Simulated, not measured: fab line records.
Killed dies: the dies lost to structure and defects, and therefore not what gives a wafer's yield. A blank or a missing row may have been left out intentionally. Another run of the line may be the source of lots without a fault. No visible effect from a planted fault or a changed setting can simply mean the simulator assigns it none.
Matching of chambers + flow nand_harc + NHARC_P_M2_DEP_33 on pecvd-01: 3 sister chambers
The step deposits SiCN, target thk 30 nm. 3 wafers are shown with their chamber, then 11 later ones without.

== WAFERS WITH THEIR CHAMBER ==
| wafer  | chamber | heater_power_w (W) |
|--------|---------|--------------------|
| L089.1 | 2       | 485                |
| L094.4 | 0       | 679                |
| L095.1 | 1       | 594                |

== WAFERS WITH NO CHAMBER GIVEN ==
| wafer  | heater_power_w (W) |
|--------|--------------------|
| L095.2 | 612                |
| L095.3 | 751                |
| L096.1 | 575                |
| L096.2 | 679                |
| L096.3 | 593                |
| L096.4 | 561                |
| L096.5 | 581                |
| L096.6 | 677                |
| L097.1 | 562                |
| L097.5 | 784                |
| L097.6 | 573                |

== WHICH CHAMBER EACH WENT THROUGH ==
| wafer  | from the rows above     | in truth |
|--------|-------------------------|----------|
| L095.2 | can't be placed: 1 or 0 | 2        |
| L095.3 | 0                       | 0        |
| L096.1 | can't be placed: 1 or 2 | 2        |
| L096.2 | 0                       | 0        |
| L096.3 | 1                       | 1        |
| L096.4 | can't be placed: 1 or 2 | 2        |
| L096.5 | can't be placed: 1 or 2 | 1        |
| L096.6 | can't be placed: 0 or 1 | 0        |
| L097.1 | can't be placed: 1 or 2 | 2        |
| L097.5 | 0                       | 0        |
| L097.6 | can't be placed: 1 or 2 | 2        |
Correct placement for 4 of the 11. Not placeable from these rows: 7 (in 6, the candidates include the true chamber). Wrongly placed: 0.
How it was worked out, from the rows above alone: a wafer's distance from a chamber is the root of the sum, over the readings, of the square of ((its reading less the chamber's mean) divided by the reading's scatter). The wafer belongs to the nearest chamber; if the next one is less than 2 further off, it can't be placed. A chamber's mean is the mean of its shown wafers. The scatter: with one shown wafer a chamber, the root of the mean of the squares of how far each hidden wafer lies from its nearest shown one.
